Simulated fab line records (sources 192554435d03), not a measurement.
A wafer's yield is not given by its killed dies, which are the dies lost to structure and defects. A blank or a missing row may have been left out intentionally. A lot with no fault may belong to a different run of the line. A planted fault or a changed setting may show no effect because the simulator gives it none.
Split-lot experiment + flow n5Finfet + 7 lots, 21 wafers read, on a route of 1938 steps

== THE SPLIT ==
At N5_WELL_APT_COAT_02 (resist thk 950 nm), the setting spinRpm was moved away from the recipe's 1357 rpm on 6 of the 21 wafers read, by -8.8% to +10.2%. For the rest of the wafers, this setting stayed at what the recipe calls for.

The reading is taken at the split's own step.

== THE READING ==
coat_of_WELL_APT_COAT_02.thkNm (the simulator's own value, which no gauge read), in nm, at N5_WELL_APT_COAT_02 (resist thk 950 nm). No usual value for it is given in the file. The 15 wafers here that ran the recipe average 950.1 nm, standard deviation 1.9 nm.

| wafer  | tool, chamber at the split | spinRpm as run, rpm | against the recipe | coat_of_WELL_APT_COAT_02.thkNm, nm | against lot-mates on the recipe |
|--------|----------------------------|---------------------|--------------------|------------------------------------|---------------------------------|
| L077.1 | lithoTrack-03, 0           | 1357                | recipe             | 947.7                              | -                               |
| L077.5 | lithoTrack-03, 0           | 1357                | recipe             | 950.4                              | -                               |
| L077.6 | lithoTrack-03, 0           | 1357                | recipe             | 949.9                              | -                               |
| L084.2 | lithoTrack-02, 0           | 1357                | recipe             | 950.4                              | -                               |
| L084.5 | lithoTrack-02, 0           | 1357                | recipe             | 951.4                              | -                               |
| L084.6 | lithoTrack-02, 0           | 1279                | -5.7%              | 978.1                              | +27.2                           |
| L086.2 | lithoTrack-05, 0           | 1357                | recipe             | 948.3                              | -                               |
| L086.5 | lithoTrack-05, 0           | 1357                | recipe             | 949.7                              | -                               |
| L086.6 | lithoTrack-05, 0           | 1357                | recipe             | 949.8                              | -                               |
| L087.1 | lithoTrack-02, 0           | 1256                | -7.4%              | 987.8                              | +38.8                           |
| L087.3 | lithoTrack-02, 0           | 1357                | recipe             | 948.6                              | -                               |
| L087.4 | lithoTrack-02, 0           | 1357                | recipe             | 949.4                              | -                               |
| L090.1 | lithoTrack-03, 0           | 1238                | -8.8%              | 992                                | +39.8                           |
| L090.3 | lithoTrack-03, 0           | 1357                | recipe             | 953.1                              | -                               |
| L090.4 | lithoTrack-03, 0           | 1357                | recipe             | 951.4                              | -                               |
| L094.2 | lithoTrack-02, 0           | 1431                | +5.5%              | 930.8                              | -22.0                           |
| L094.4 | lithoTrack-02, 0           | 1357                | recipe             | 953                                | -                               |
| L094.5 | lithoTrack-02, 0           | 1357                | recipe             | 952.5                              | -                               |
| L096.2 | lithoTrack-05, 0           | 1495                | +10.2%             | 900.5                              | -45.4                           |
| L096.5 | lithoTrack-05, 0           | 1495                | +10.2%             | 901                                | -44.9                           |
| L096.6 | lithoTrack-05, 0           | 1357                | recipe             | 945.9                              | -                               |

FIT RESULTS
A straight line over all 21 wafers: coat_of_WELL_APT_COAT_02.thkNm changes by -4.78 nm for each +1% of spinRpm; r = -0.99; the points scatter about the line by 2.4 nm.
The same after taking each lot's own level away (the mean of its wafers on the recipe; 21 wafers): -4.56 nm for each +1%; r = -1.00; scatter 1.4 nm.
On that fit, the largest move of spinRpm shifts the reading by 46 nm.
From 945.90 to 952.75 nm: that is the span of the lots' own levels, equal to 3.5 times the standard deviation above.
So the lot-to-lot level changes the slope little: the two slopes agree.
Check: -46.1 nm against its lot-mates is what the line predicts for one of the wafers moved furthest among these (+10.2%) when that wafer is left out of the fit. It came out at -45.4 nm against them.

== FILE'S OWN FIT ==
coat_of_WELL_APT_COAT_02.thkNm changes by -4.6 nm for each +1% of spinRpm, r = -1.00.
